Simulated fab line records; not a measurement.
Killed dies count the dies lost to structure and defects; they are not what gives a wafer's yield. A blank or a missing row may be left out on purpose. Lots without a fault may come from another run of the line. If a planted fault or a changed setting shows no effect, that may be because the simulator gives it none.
fab line records | flow n5-finfet | part 1 of 2: steps 1 to 15 of 26
[record] lots = 5 | wafers = 15 | last-day = 16
route steps=1938 shown MOL_CONTACT_COAG@606 BEOL_M0_SAQP@632
lots that met no fault: from a run of the same line without faults
start-h: hours from the record's opening day to when the first of the lot's shown wafers began | wait-h: hours elapsed since this lot's preceding step | " the same as in the row above | L1.1+2: a row that stands for several wafers | - either no value or no given start | * or withheld: withheld | < > ~ a bound
route shown NAME@n: a module of which the file shows steps, and the number in the route of the first | usual: mean and standard deviation over wafers with no fault | same: alike in all rows | chamber/n: place in a boat | sites: the reading at each site | _std_site: their standard deviation | _edge_site: the outer-site mean with the inner-site mean subtracted | radius-mm: how far each site lies from the wafer's centre | mask NAME#n: copy n | behind: the most recent tool/chamber to have shaped the wafer | hold: what put the lot on hold/how long, in hours/how the hold closed | device: the n, p or np transistor that did not switch | end of line: the same wafers' tests at the end of the route | for a step that has no rows: nothing shown but its recipe | killed: at the first sort, the dies lost to defects and structure; wafer yield is something else | map: the dies of a wafer, with x for killed, . for not killed, _ for no die there
set.NAME: the setting the step ran with; set.NAME@STEP: the setting that earlier step ran with | model.NAME: the simulator's own value behind a step, which no gauge read
lots at some steps of the route; a table a step, a row a wafer
services: the hour from which a tool's chamber was out of use, counted from the record's first day as start-h (under 0 if before that day), plus the number of hours and why
[[steps]]
[step N5_MOL_CONTACT_COAG_ETCH_65]
[recipe] chemistry = N2/H2 | target = underlayer | target-depth-a = 130 | mask-material = CAR-EUV | time-s = 10.4 | ion-energy-ev = 200 | pressure-mtorr = 30 | source-w = 840 | bias-w = 150 | n2-flow-sccm = 200 | h2-flow-sccm = 200 | ends = cleared
[usual] drypump-motor-current-A = 5.8/0.36 | etch-rf-on-time-s = 10.39/0.16 | oes-product-au = 0.67/0.074 | rf-vpp-V = 522.4/2.1 | showerhead-plenum-p-Torr = 2.49/0.07 | throttle-valve-pct = 17.94/0.27
lot.wafer | tool        | chamber | start-h | wait-h | drypump-motor-current-A | etch-rf-on-time-s | oes-product-au | rf-hours-counter-h | rf-vpp-V | showerhead-plenum-p-Torr | throttle-valve-pct
L074.3    | rie-diel-02 | 1       | 101.43  | 0.0    | 5.0                     | 10.48             | 0.65           | 159                | 519.6    | 2.44                     | 17.82
L074.4    | "           | 3       | "       | "      | 6.1                     | 10.37             | 0.62           | 171                | 521.6    | 2.44                     | 18.31
L074.5    | "           | 2       | "       | "      | 6.2                     | 10.37             | 0.66           | -                  | 527.2    | 2.65                     | 18.21
L077.1    | rie-diel-02 | 2       | 120.21  | 0.0    | 6.1                     | 10.37             | 0.65           | 162                | 525.8    | 2.64                     | 18.23
L077.3    | "           | 3       | "       | "      | 6.1                     | 10.27             | 0.63           | 178                | 520.7    | 2.43                     | 18.34
L077.4    | "           | 0       | "       | "      | 5.9                     | 10.78             | 0.61           | 193                | 519.4    | 2.41                     | 18.02
L083.1    | rie-diel-05 | 1       | 157.57  | 0.0    | 5.1                     | 10.38             | 0.82           | 12                 | 523.5    | 2.51                     | 17.71
L083.3    | "           | 3       | "       | "      | 5.8                     | 10.29             | 0.62           | 212                | 521.1    | 2.51                     | 17.90
L083.4    | "           | 0       | "       | "      | 5.6                     | 10.31             | 0.73           | -                  | 522.0    | 2.48                     | 17.69
L088.1    | rie-diel-05 | 0       | 191.34  | 0.0    | 5.6                     | 10.32             | 0.71           | 65                 | 521.9    | 2.48                     | 17.71
L088.4    | "           | 1       | "       | "      | 5.1                     | 10.32             | 0.80           | 25                 | 523.2    | 2.50                     | 17.71
L088.6    | "           | 0       | "       | "      | 5.6                     | 10.27             | 0.72           | -                  | 522.2    | 2.48                     | 17.69
L091.1    | rie-diel-02 | 2       | 200.25  | 0.0    | 6.1                     | 10.51             | 0.63           | 191                | 526.2    | 2.63                     | 18.28
L091.3    | "           | 0       | "       | "      | 5.9                     | 10.78             | 0.59           | 221                | 519.2    | 2.40                     | 18.09
L091.6    | "           | 0       | "       | "      | 5.9                     | 10.68             | 0.60           | -                  | 520.5    | 2.40                     | 18.08
[step N5_MOL_CONTACT_COAG_ETCH_66]
[recipe] chemistry = CF4 | target = SiARC | target-depth-a = 130 | mask-material = CAR-EUV | time-s = 21.7 | ion-energy-ev = 80 | pressure-mtorr = 40 | source-w = 545 | bias-w = 36 | Ar_flow_sccm = 100 | cf4-flow-sccm = 100 | ends = cleared
[usual] drypump-motor-current-A = 5.8/0.36 | etch-rf-on-time-s = 21.7/0.36 | oes-product-au = 0.67/0.075 | rf-vpp-V = 183.6/1.1 | showerhead-plenum-p-Torr = 2.10/0.054 | throttle-valve-pct = 15.69/0.27
lot.wafer | tool        | chamber | start-h | wait-h | drypump-motor-current-A | etch-rf-on-time-s | oes-product-au | rf-hours-counter-h | rf-vpp-V | showerhead-plenum-p-Torr | throttle-valve-pct
L074.3    | rie-diel-02 | 1       | 101.45  | 0.0    | 5.0                     | 22.1              | 0.63           | 159                | 180.8    | 2.06                     | 15.60
L074.4    | "           | 3       | "       | "      | 6.1                     | 22.1              | 0.62           | 171                | 182.1    | 2.06                     | 16.12
L074.5    | "           | 2       | "       | "      | 6.2                     | 22.3              | 0.65           | -                  | 183.6    | 2.22                     | 15.97
L077.1    | rie-diel-02 | 2       | 120.23  | 0.0    | 6.1                     | 21.8              | 0.65           | 162                | 186.1    | 2.22                     | 15.97
L077.3    | "           | 3       | "       | "      | 6.1                     | 21.9              | 0.62           | 178                | 183.7    | 2.06                     | 16.12
L077.4    | "           | 0       | "       | "      | 5.9                     | 22.5              | 0.61           | 193                | 182.0    | 2.04                     | 15.75
L083.1    | rie-diel-05 | 1       | 157.59  | 0.0    | 5.1                     | 21.8              | 0.82           | 12                 | 185.9    | 2.10                     | 15.29
L083.3    | "           | 3       | "       | "      | 5.7                     | 21.5              | 0.62           | 212                | 183.1    | 2.12                     | 15.70
L083.4    | "           | 0       | "       | "      | 5.6                     | 21.3              | 0.73           | -                  | 183.2    | 2.08                     | 15.42
L088.1    | rie-diel-05 | 0       | 191.36  | 0.0    | 5.7                     | 21.5              | 0.72           | 65                 | 183.3    | 2.08                     | 15.42
L088.4    | "           | 1       | "       | "      | 5.1                     | 21.9              | 0.79           | 25                 | 184.2    | 2.10                     | 15.32
L088.6    | "           | 0       | "       | "      | 5.6                     | 21.6              | 0.72           | -                  | 184.4    | 2.08                     | 15.44
L091.1    | rie-diel-02 | 2       | 200.27  | 0.0    | 6.1                     | 21.9              | 0.63           | 191                | 184.0    | 2.21                     | 16.06
L091.3    | "           | 0       | "       | "      | 5.9                     | 22.6              | 0.58           | 221                | 183.4    | 2.03                     | 15.80
L091.6    | "           | 0       | "       | "      | 5.9                     | 22.6              | 0.59           | -                  | 183.5    | 2.03                     | 15.77
[step N5_MOL_CONTACT_COAG_ALD_133]
[recipe] material = SiO2 | target-thk-a = 50 | temp-c = 100 | ald-precursor-family = BDEAS | ald-co-reactant = O2-plasma | pulse-time-s = 1 | co-reactant-pulse-time-s = 1 | purge-time-s = 2 | co-reactant-purge-time-s = 2 | ald-cycles = 35 | pressure-torr = 2
[usual] chamber-pressure-Torr = 2.000/0.0044 | heater-power-outer-w = 44/5.3 | heater-power-w = 84/7.6 | precursor-pulse-height-rel = 1.000/0.02 | susceptor-temp-C = 100.00/0.13
lot.wafer | tool       | chamber | start-h | wait-h | chamber-pressure-Torr | heater-power-outer-w | heater-power-w | precursor-pulse-height-rel | susceptor-temp-C
L074.3    | ald-sin-02 | 3       | 101.53  | 0.1    | 1.998                 | 44                   | 83             | 0.991                      | 99.66
L074.4    | "          | 2       | "       | "      | 2.000                 | 48                   | 90             | 0.977                      | 99.94
L074.5    | "          | 2       | "       | "      | 2.001                 | 47                   | 91             | 0.987                      | 99.92
L077.1    | ald-sin-04 | 0       | 120.31  | 0.1    | 2.004                 | 48                   | 94             | 1.025                      | 100.03
L077.3    | "          | 2       | "       | "      | 2.007                 | 55                   | 95             | 0.966                      | 99.98
L077.4    | "          | 3       | "       | "      | 1.996                 | 41                   | 76             | 1.018                      | 99.82
L083.1    | ald-sin-04 | 1       | 157.67  | 0.1    | 2.004                 | 42                   | 77             | 1.013                      | 99.95
L083.3    | "          | 3       | "       | "      | 2.003                 | 41                   | 79             | 1.050                      | 99.92
L083.4    | "          | 2       | "       | "      | 1.996                 | 53                   | 96             | 1.007                      | 99.97
L088.1    | ald-sin-04 | 1       | 191.44  | 0.1    | 1.996                 | 40                   | 77             | 0.974                      | 100.21
L088.4    | "          | 0       | "       | "      | 2.004                 | 48                   | 92             | 1.003                      | 100.01
L088.6    | "          | 1       | "       | "      | 1.995                 | 42                   | 79             | 0.966                      | 100.11
L091.1    | ald-sin-04 | 1       | 200.35  | 0.1    | 1.995                 | 41                   | 79             | 0.991                      | 100.02
L091.3    | "          | 0       | "       | "      | 1.997                 | 49                   | 91             | 1.014                      | 100.07
L091.6    | "          | 0       | "       | "      | 1.997                 | 50                   | 90             | 1.007                      | 99.92
[step N5_MOL_CONTACT_COAG_ETCHBACK_134]
[recipe] chemistry = CHF3 | target = SiO2 | target-depth-a = 100 | time-s = 6.7 | ion-energy-ev = 200 | pressure-mtorr = 30 | source-w = 610 | bias-w = 170 | Ar_flow_sccm = 200 | CHF3_flow_sccm = 50
[usual] drypump-motor-current-A = 5.8/0.37 | oes-product-au = 0.76/0.078 | rf-vpp-V = 523/5.5 | showerhead-plenum-p-Torr = 2.34/0.07 | throttle-valve-pct = 18.87/0.26
lot.wafer | tool        | chamber | start-h | wait-h | drypump-motor-current-A | oes-product-au | rf-hours-counter-h | rf-vpp-V | showerhead-plenum-p-Torr | throttle-valve-pct
L074.3    | rie-diel-05 | 0       | 101.71  | 0.1    | 5.6                     | 0.90           | 34                 | 521      | 2.32                     | 18.50
L074.4    | "           | 1       | "       | "      | 5.1                     | 0.68           | 247                | 526      | 2.35                     | 18.85
L074.5    | "           | 2       | "       | "      | 6.3                     | 0.69           | -                  | 521      | 2.44                     | 19.06
L077.1    | rie-diel-06 | 3       | 120.49  | 0.1    | 6.2                     | 0.77           | 147                | 524      | 2.30                     | 18.81
L077.3    | "           | 1       | "       | "      | 6.0                     | 0.75           | 145                | 530      | 2.38                     | 18.87
L077.4    | "           | 2       | "       | "      | 5.9                     | 0.68           | -                  | 521      | 2.35                     | 18.64
L083.1    | rie-diel-02 | 0       | 157.85  | 0.1    | 5.9                     | 0.70           | 206                | 520      | 2.26                     | 18.87
L083.3    | "           | 3       | "       | "      | 6.1                     | 0.71           | 188                | 518      | 2.28                     | 19.24
L083.4    | "           | 2       | "       | "      | 6.2                     | 0.75           | 175                | 534      | 2.47                     | 19.13
L088.1    | rie-diel-02 | 2       | 191.66  | 0.1    | 6.2                     | 0.74           | 187                | 534      | 2.46                     | 19.18
L088.4    | "           | 2       | "       | "      | 6.2                     | 0.74           | -                  | 534      | 2.46                     | 19.18
L088.6    | "           | 0       | "       | "      | 5.9                     | 0.70           | -                  | 520      | 2.25                     | 18.88
L091.1    | rie-diel-02 | 0       | 200.53  | 0.1    | 5.9                     | 0.70           | 222                | 520      | 2.25                     | 18.88
L091.3    | "           | 3       | "       | "      | 6.1                     | 0.70           | 204                | 518      | 2.27                     | 19.27
L091.6    | "           | 2       | "       | "      | 6.2                     | 0.74           | -                  | 534      | 2.46                     | 19.17
[step N5_MOL_CONTACT_COAG_ETCH_67]
[recipe] chemistry = N2/H2 | target = SOC | target-depth-a = 600 | overetch-a = 210 | mask-material = SiARC | temp-c = 40 | time-s = 101.2 | ion-energy-ev = 200 | pressure-mtorr = 30 | source-w = 840 | bias-w = 150 | n2-flow-sccm = 200 | h2-flow-sccm = 200
[usual] drypump-motor-current-A = 5.8/0.37 | oes-product-au = 0.64/0.062 | rf-vpp-V = 522.6/2.3 | showerhead-plenum-p-Torr = 2.50/0.078 | throttle-valve-pct = 17.98/0.28
lot.wafer | tool        | chamber | start-h | wait-h | drypump-motor-current-A | oes-product-au | rf-hours-counter-h | rf-vpp-V | showerhead-plenum-p-Torr | throttle-valve-pct
L074.3    | rie-diel-05 | 0       | 101.74  | 0.0    | 5.7                     | 0.74           | 34                 | 522.1    | 2.49                     | 17.63
L074.4    | "           | 1       | "       | "      | 5.1                     | 0.57           | 247                | 522.4    | 2.51                     | 18.06
L074.5    | "           | 2       | "       | "      | 6.2                     | 0.59           | -                  | 525.5    | 2.61                     | 18.11
L077.1    | rie-diel-06 | 3       | 120.53  | 0.0    | 6.2                     | 0.64           | 147                | 520.5    | 2.44                     | 17.85
L077.3    | "           | 1       | "       | "      | 6.0                     | 0.64           | 145                | 523.2    | 2.56                     | 18.17
L077.4    | "           | 2       | "       | "      | 5.9                     | 0.58           | -                  | 522.5    | 2.49                     | 17.66
L083.1    | rie-diel-02 | 0       | 157.89  | 0.0    | 5.9                     | 0.60           | 207                | 519.4    | 2.41                     | 18.02
L083.3    | "           | 3       | "       | "      | 6.1                     | 0.60           | 188                | 521.2    | 2.43                     | 18.33
L083.4    | "           | 2       | "       | "      | 6.2                     | 0.63           | 175                | 525.2    | 2.64                     | 18.22
L088.1    | rie-diel-02 | 2       | 191.69  | 0.0    | 6.1                     | 0.63           | 187                | 525.6    | 2.63                     | 18.25
L088.4    | "           | 2       | "       | "      | 6.1                     | 0.63           | -                  | 527.4    | 2.63                     | 18.23
L088.6    | "           | 0       | "       | "      | 5.9                     | 0.60           | -                  | 521.0    | 2.40                     | 18.06
L091.1    | rie-diel-02 | 0       | 200.56  | 0.0    | 5.9                     | 0.60           | 222                | 520.7    | 2.40                     | 18.06
L091.3    | "           | 3       | "       | "      | 6.1                     | 0.59           | 204                | 519.3    | 2.42                     | 18.35
L091.6    | "           | 2       | "       | "      | 6.1                     | 0.63           | -                  | 526.7    | 2.63                     | 18.25
[step N5_MOL_CONTACT_COAG_STRIP_68]
[recipe] chemistry = N2/H2 | temp-c = 40 | n2-flow-sccm = 200 | h2-flow-sccm = 200 | rf-frequency-hz = 6e+07
lot.wafer  | tool        | chamber | start-h | wait-h
L074.3+4+5 | rie-diel-05 | 0,1,2   | 101.81  | 0.0
L077.1+3+4 | rie-diel-06 | 3,1,2   | 120.60  | 0.0
L083.1+3+4 | rie-diel-02 | 0,3,2   | 157.96  | 0.0
L088.1+4+6 | rie-diel-02 | 2,2,0   | 191.76  | 0.0
L091.1+3+6 | rie-diel-02 | 0,3,2   | 200.63  | 0.0
[step N5_MOL_CONTACT_COAG_STRIP_69]
[recipe] chemistry = N2/H2 | temp-c = 40 | n2-flow-sccm = 200 | h2-flow-sccm = 200 | rf-frequency-hz = 6e+07
lot.wafer  | tool        | chamber | start-h | wait-h
L074.3+4+5 | rie-diel-05 | 0,1,2   | 101.82  | 0.0
L077.1+3+4 | rie-diel-06 | 3,1,2   | 120.61  | 0.0
L083.1+3+4 | rie-diel-02 | 0,3,2   | 157.97  | 0.0
L088.1+4+6 | rie-diel-02 | 2,2,0   | 191.77  | 0.0
L091.1+3+6 | rie-diel-02 | 0,3,2   | 200.64  | 0.0
[step N5_MOL_CONTACT_COAG_ETCHBACK_136]
[recipe] chemistry = CHF3 | target = SiO2 | target-depth-a = 250 | time-s = 16.7 | ion-energy-ev = 200 | pressure-mtorr = 30 | source-w = 610 | bias-w = 170 | Ar_flow_sccm = 200 | CHF3_flow_sccm = 50
[usual] drypump-motor-current-A = 5.8/0.37 | oes-product-au = 0.76/0.078 | rf-vpp-V = 523/5.5 | showerhead-plenum-p-Torr = 2.34/0.07 | throttle-valve-pct = 18.87/0.26
lot.wafer | tool        | chamber | start-h | wait-h | drypump-motor-current-A | oes-product-au | rf-hours-counter-h | rf-vpp-V | showerhead-plenum-p-Torr | throttle-valve-pct
L074.3    | rie-diel-05 | 0       | 101.83  | 0.0    | 5.6                     | 0.89           | 34                 | 521      | 2.32                     | 18.51
L074.4    | "           | 1       | "       | "      | 5.1                     | 0.67           | 247                | 526      | 2.35                     | 18.84
L074.5    | "           | 2       | "       | "      | 6.2                     | 0.69           | -                  | 520      | 2.44                     | 19.06
L077.1    | rie-diel-06 | 3       | 120.62  | 0.0    | 6.1                     | 0.77           | 147                | 527      | 2.30                     | 18.82
L077.3    | "           | 1       | "       | "      | 6.0                     | 0.76           | 145                | 527      | 2.38                     | 18.86
L077.4    | "           | 2       | "       | "      | 5.9                     | 0.69           | -                  | 522      | 2.35                     | 18.66
L083.1    | rie-diel-02 | 0       | 157.98  | 0.0    | 5.9                     | 0.70           | 207                | 518      | 2.26                     | 18.85
L083.3    | "           | 3       | "       | "      | 6.1                     | 0.72           | 188                | 519      | 2.28                     | 19.27
L083.4    | "           | 2       | "       | "      | 6.2                     | 0.75           | 175                | 531      | 2.47                     | 19.16
L088.1    | rie-diel-02 | 2       | 191.78  | 0.0    | 6.2                     | 0.75           | 187                | 535      | 2.46                     | 19.16
L088.4    | "           | 2       | "       | "      | 6.2                     | 0.75           | -                  | 533      | 2.46                     | 19.17
L088.6    | "           | 0       | "       | "      | 5.9                     | 0.70           | -                  | 517      | 2.25                     | 18.88
L091.1    | rie-diel-02 | 0       | 200.65  | 0.0    | 5.9                     | 0.70           | 222                | 519      | 2.25                     | 18.88
L091.3    | "           | 3       | "       | "      | 6.1                     | 0.70           | 204                | 519      | 2.27                     | 19.28
L091.6    | "           | 2       | "       | "      | 6.1                     | 0.74           | -                  | 533      | 2.46                     | 19.19
[step N5_MOL_CONTACT_COAG_STRIP_120]
[recipe] chemistry = CHF3 | resist = SiARC | rf-frequency-hz = 6e+07
lot.wafer  | tool        | chamber | start-h | wait-h
L074.3+4+5 | rie-diel-05 | 0,1,2   | 101.86  | 0.0
L077.1+3+4 | rie-diel-06 | 3,1,2   | 120.64  | 0.0
L083.1+3+4 | rie-diel-02 | 0,3,2   | 158.00  | 0.0
L088.1+4+6 | rie-diel-02 | 2,2,0   | 191.80  | 0.0
L091.1+3+6 | rie-diel-02 | 0,3,2   | 200.67  | 0.0
[step N5_MOL_CONTACT_COAG_VIA_ETCH_117]
[recipe] chemistry = C4F6/O2 | target-depth-a = 400 | overetch-a = 80 | mask-material = SOC | target = SiO2 | bias-w = 455 | pressure-mtorr = 10 | time-s = 26 | source-w = 325 | Ar_flow_sccm = 300 | C4F6_flow_sccm = 10 | O2_flow_sccm = 10 | ion-energy-ev = 575.3 | ends = end-point
[usual] drypump-motor-current-A = 5.8/0.37 | oes-product-au = 0.68/0.064 | rf-vpp-V = 1585/15 | showerhead-plenum-p-Torr = 2.79/0.082 | throttle-valve-pct = 41.24/0.27
lot.wafer | tool        | chamber | start-h | wait-h | drypump-motor-current-A | oes-product-au | rf-hours-counter-h | rf-vpp-V | showerhead-plenum-p-Torr | throttle-valve-pct
L074.3    | rie-diel-05 | 0       | 101.87  | 0.0    | 5.6                     | 0.78           | 34                 | 1580     | 2.77                     | 40.90
L074.4    | "           | 1       | "       | "      | 5.1                     | 0.61           | 247                | 1595     | 2.80                     | 41.02
L074.5    | "           | 2       | "       | "      | 6.3                     | 0.62           | -                  | 1582     | 2.92                     | 41.40
L077.1    | rie-diel-06 | 3       | 120.65  | 0.0    | 6.2                     | 0.70           | 147                | 1588     | 2.75                     | 41.40
L077.3    | "           | 1       | "       | "      | 6.0                     | 0.69           | 145                | 1599     | 2.84                     | 41.37
L077.4    | "           | 2       | "       | "      | 5.9                     | 0.62           | -                  | 1580     | 2.80                     | 40.73
L083.1    | rie-diel-02 | 0       | 158.01  | 0.0    | 5.9                     | 0.66           | 207                | 1572     | 2.70                     | 41.33
L083.3    | "           | 3       | "       | "      | 6.1                     | 0.64           | 188                | 1574     | 2.72                     | 41.63
L083.4    | "           | 2       | "       | "      | 6.2                     | 0.68           | 175                | 1613     | 2.94                     | 41.38
L088.1    | rie-diel-02 | 2       | 191.81  | 0.0    | 6.2                     | 0.68           | 187                | 1613     | 2.93                     | 41.39
L088.4    | "           | 2       | "       | "      | 6.2                     | 0.67           | -                  | 1613     | 2.93                     | 41.39
L088.6    | "           | 0       | "       | "      | 5.9                     | 0.64           | -                  | 1570     | 2.69                     | 41.34
L091.1    | rie-diel-02 | 0       | 200.68  | 0.0    | 5.9                     | 0.64           | 222                | 1572     | 2.69                     | 41.30
L091.3    | "           | 3       | "       | "      | 6.1                     | 0.64           | 204                | 1575     | 2.71                     | 41.62
L091.6    | "           | 2       | "       | "      | 6.1                     | 0.67           | -                  | 1612     | 2.93                     | 41.42
[step N5_MOL_CONTACT_COAG_ETCH_124]
[recipe] chemistry = CH3F/O2 | target = SiNx | target-depth-a = 65 | mask-material = SOC | stop-on = SiOC | over-etch-frac = 0.3 | ion-energy-ev = 120 | pressure-mtorr = 30 | source-w = 395 | bias-w = 73 | Ar_flow_sccm = 150 | CH3F_flow_sccm = 30 | O2_flow_sccm = 20 | ends = end-point
[usual] drypump-motor-current-A = 5.8/0.37 | oes-product-au = 0.65/0.064 | rf-vpp-V = 297/3 | showerhead-plenum-p-Torr = 1.96/0.06 | throttle-valve-pct = 16.47/0.26
lot.wafer | tool        | chamber | start-h | wait-h | drypump-motor-current-A | oes-product-au | rf-hours-counter-h | rf-vpp-V | showerhead-plenum-p-Torr | throttle-valve-pct
L074.3    | rie-diel-05 | 0       | 101.89  | 0.0    | 5.7                     | 0.76           | 34                 | 296      | 1.95                     | 16.07
L074.4    | "           | 1       | "       | "      | 5.1                     | 0.58           | 247                | 298      | 1.97                     | 16.49
L074.5    | "           | 2       | "       | "      | 6.2                     | 0.60           | -                  | 294      | 2.06                     | 16.68
L077.1    | rie-diel-06 | 3       | 120.68  | 0.0    | 6.2                     | 0.66           | 147                | 296      | 1.93                     | 16.38
L077.3    | "           | 1       | "       | "      | 6.0                     | 0.65           | 145                | 298      | 2.00                     | 16.46
L077.4    | "           | 2       | "       | "      | 5.9                     | 0.58           | -                  | 295      | 1.97                     | 16.29
L083.1    | rie-diel-02 | 0       | 158.04  | 0.0    | 5.9                     | 0.62           | 207                | 296      | 1.89                     | 16.48
L083.3    | "           | 3       | "       | "      | 6.1                     | 0.62           | 188                | 295      | 1.91                     | 16.82
L083.4    | "           | 2       | "       | "      | 6.2                     | 0.65           | 175                | 304      | 2.07                     | 16.72
L088.1    | rie-diel-02 | 2       | 191.84  | 0.0    | 6.1                     | 0.64           | 187                | 303      | 2.07                     | 16.75
L088.4    | "           | 2       | "       | "      | 6.2                     | 0.64           | -                  | 302      | 2.07                     | 16.76
L088.6    | "           | 0       | "       | "      | 5.9                     | 0.61           | -                  | 295      | 1.89                     | 16.51
L091.1    | rie-diel-02 | 0       | 200.71  | 0.0    | 5.9                     | 0.61           | 222                | 295      | 1.89                     | 16.50
L091.3    | "           | 3       | "       | "      | 6.1                     | 0.61           | 204                | 296      | 1.90                     | 16.86
L091.6    | "           | 2       | "       | "      | 6.2                     | 0.63           | -                  | 303      | 2.07                     | 16.76
[step N5_MOL_CONTACT_COAG_ETCH_48]
[recipe] chemistry = C4F6/O2 | target-depth-a = 150 | overetch-a = 45 | mask-material = SOC | target = SiOC | bias-w = 465 | pressure-mtorr = 10 | time-s = 17 | source-w = 335 | Ar_flow_sccm = 300 | C4F6_flow_sccm = 10 | O2_flow_sccm = 10 | ion-energy-ev = 576
[usual] drypump-motor-current-A = 5.8/0.37 | oes-product-au = 0.64/0.064 | rf-vpp-V = 1587/15 | showerhead-plenum-p-Torr = 2.79/0.082 | throttle-valve-pct = 40.79/0.26
lot.wafer | tool        | chamber | start-h | wait-h | drypump-motor-current-A | oes-product-au | rf-hours-counter-h | rf-vpp-V | showerhead-plenum-p-Torr | throttle-valve-pct
L074.3    | rie-diel-05 | 0       | 101.93  | 0.0    | 5.6                     | 0.73           | 34                 | 1582     | 2.77                     | 40.45
L074.4    | "           | 1       | "       | "      | 5.1                     | 0.57           | 247                | 1595     | 2.80                     | 40.59
L074.5    | "           | 2       | "       | "      | 6.2                     | 0.59           | -                  | 1583     | 2.92                     | 40.96
L077.1    | rie-diel-06 | 3       | 120.72  | 0.0    | 6.2                     | 0.64           | 147                | 1589     | 2.75                     | 40.92
L077.3    | "           | 1       | "       | "      | 6.0                     | 0.62           | 145                | 1601     | 2.84                     | 40.91
L077.4    | "           | 2       | "       | "      | 5.9                     | 0.56           | -                  | 1581     | 2.80                     | 40.29
L083.1    | rie-diel-02 | 0       | 158.08  | 0.0    | 5.9                     | 0.61           | 207                | 1575     | 2.70                     | 40.85
L083.3    | "           | 3       | "       | "      | 6.1                     | 0.62           | 188                | 1575     | 2.72                     | 41.18
L083.4    | "           | 2       | "       | "      | 6.1                     | 0.63           | 175                | 1615     | 2.94                     | 40.95
L088.1    | rie-diel-02 | 2       | 191.88  | 0.0    | 6.2                     | 0.63           | 187                | 1616     | 2.93                     | 40.96
L088.4    | "           | 2       | "       | "      | 6.2                     | 0.62           | -                  | 1615     | 2.93                     | 40.95
L088.6    | "           | 0       | "       | "      | 5.9                     | 0.57           | -                  | 1574     | 2.69                     | 40.84
L091.1    | rie-diel-02 | 0       | 200.75  | 0.0    | 5.9                     | 0.63           | 222                | 1574     | 2.69                     | 40.87
L091.3    | "           | 3       | "       | "      | 6.1                     | 0.62           | 204                | 1576     | 2.71                     | 41.18
L091.6    | "           | 2       | "       | "      | 6.2                     | 0.65           | -                  | 1615     | 2.93                     | 40.97
[step N5_MOL_CONTACT_COAG_STRIP_72]
[recipe] chemistry = N2/H2 | power-w = 450 | temp-c = 40 | pressure-mtorr = 20 | rf-frequency-hz = 6e+07 | overash-fraction = 3 | bias-power-w = 7 | h2-frac = 0.5 | n2-flow-sccm = 200 | h2-flow-sccm = 200
[usual] drypump-motor-current-A = 5.8/0.37 | oes-product-au = 0.76/0.079 | power-w = 450.1/1.3 | rf-vpp-V = 58.8/2 | showerhead-plenum-p-Torr = 2.49/0.078 | throttle-valve-pct = 23.80/0.3
lot.wafer | tool        | chamber | start-h | wait-h | drypump-motor-current-A | oes-product-au | power-w | rf-hours-counter-h | rf-vpp-V | showerhead-plenum-p-Torr | throttle-valve-pct
L074.3    | rie-diel-05 | 0       | 101.99  | 0.0    | 5.6                     | 0.90           | 449.1   | 34                 | 62.1     | 2.48                     | 23.44
L074.4    | "           | 1       | "       | "      | 5.1                     | 0.68           | 449.7   | 247                | 59.2     | 2.51                     | 23.89
L074.5    | "           | 2       | "       | "      | 6.2                     | 0.71           | 451.1   | -                  | 59.2     | 2.61                     | 23.89
L077.1    | rie-diel-06 | 3       | 120.77  | 0.0    | 6.1                     | 0.78           | 450.0   | 147                | 63.2     | 2.44                     | 23.64
L077.3    | "           | 1       | "       | "      | 6.0                     | 0.77           | 449.9   | 145                | 60.6     | 2.55                     | 24.13
L077.4    | "           | 2       | "       | "      | 5.9                     | 0.69           | 449.8   | -                  | 58.9     | 2.49                     | 23.34
L083.1    | rie-diel-02 | 0       | 158.13  | 0.0    | 5.9                     | 0.71           | 450.2   | 207                | 58.2     | 2.40                     | 23.91
L083.3    | "           | 3       | "       | "      | 6.1                     | 0.73           | 451.0   | 188                | 58.6     | 2.42                     | 24.13
L083.4    | "           | 2       | "       | "      | 6.2                     | 0.74           | 451.9   | 175                | 62.9     | 2.63                     | 24.01
L088.1    | rie-diel-02 | 2       | 191.94  | 0.0    | 6.2                     | 0.73           | 449.6   | 187                | 59.2     | 2.63                     | 24.04
L088.4    | "           | 2       | "       | "      | 6.2                     | 0.74           | 448.9   | -                  | 54.7     | 2.63                     | 24.00
L088.6    | "           | 0       | "       | "      | 5.9                     | 0.71           | 451.0   | -                  | 59.0     | 2.40                     | 23.94
L091.1    | rie-diel-02 | 0       | 200.81  | 0.0    | 5.9                     | 0.71           | 449.9   | 222                | 60.3     | 2.40                     | 23.94
L091.3    | "           | 3       | "       | "      | 6.1                     | 0.72           | 449.1   | 204                | 60.0     | 2.42                     | 24.14
L091.6    | "           | 2       | "       | "      | 6.2                     | 0.73           | 450.2   | -                  | 60.7     | 2.63                     | 24.01
[step N5_MOL_CONTACT_COAG_STRIP_49]
[recipe] chemistry = N2/H2 | time-s = 30 | power-w = 1000 | temp-c = 250 | pressure-mtorr = withheld | n2-flow-sccm = 1750 | h2-flow-sccm = 3250
[usual] drypump-motor-current-A = 5.7/0.41 | heater-power-w = 330/34
lot.wafer | tool            | chamber | start-h | wait-h | drypump-motor-current-A | heater-power-w | rf-hours-counter-h
L074.3    | plasma-asher-02 | 1       | 102.09  | -      | 6.3                     | 319            | -
L074.4    | "               | 0       | "       | "      | 5.7                     | 290            | -
L074.5    | "               | 0       | "       | "      | 5.7                     | 296            | -
L077.1    | plasma-asher-01 | 1       | 121.25  | -      | 5.1                     | 391            | 53
L077.3    | "               | 0       | "       | "      | 5.6                     | 312            | -
L077.4    | "               | 1       | "       | "      | 5.1                     | 389            | -
L083.1    | plasma-asher-02 | 1       | 158.21  | -      | 6.2                     | 320            | 95
L083.3    | "               | 0       | "       | "      | 5.7                     | 308            | -
L083.4    | "               | 1       | "       | "      | 6.2                     | 317            | -
L088.1    | plasma-asher-02 | 1       | 192.02  | -      | 6.2                     | 323            | 101
L088.4    | "               | 1       | "       | "      | 6.2                     | 315            | -
L088.6    | "               | 1       | "       | "      | 6.2                     | 316            | -
L091.1    | plasma-asher-01 | 0       | 200.89  | -      | 5.6                     | 319            | 71
L091.3    | "               | 0       | "       | "      | 5.6                     | 324            | -
L091.6    | "               | 1       | "       | "      | 5.1                     | 396            | -
[step N5_MOL_CONTACT_COAG_PRECLEAN_138]
[recipe] chemistry = alkaline-clean | temp-c = 60 | time-s = 60 | do-ppb = 50
lot.wafer  | tool         | chamber | start-h | wait-h
L074.3+4+5 | wet-bench-01 | 6,0,7   | 102.16  | 0.0
L077.1+3+4 | wet-bench-03 | 7,2,6   | 121.34  | 0.1
L083.1+3+4 | wet-bench-05 | 0,1,4   | 158.30  | 0.1
L088.1+4+6 | wet-bench-01 | 7,3,4   | 192.10  | 0.1
L091.1+3+6 | wet-bench-05 | 0,3,6   | 200.97  | 0.1
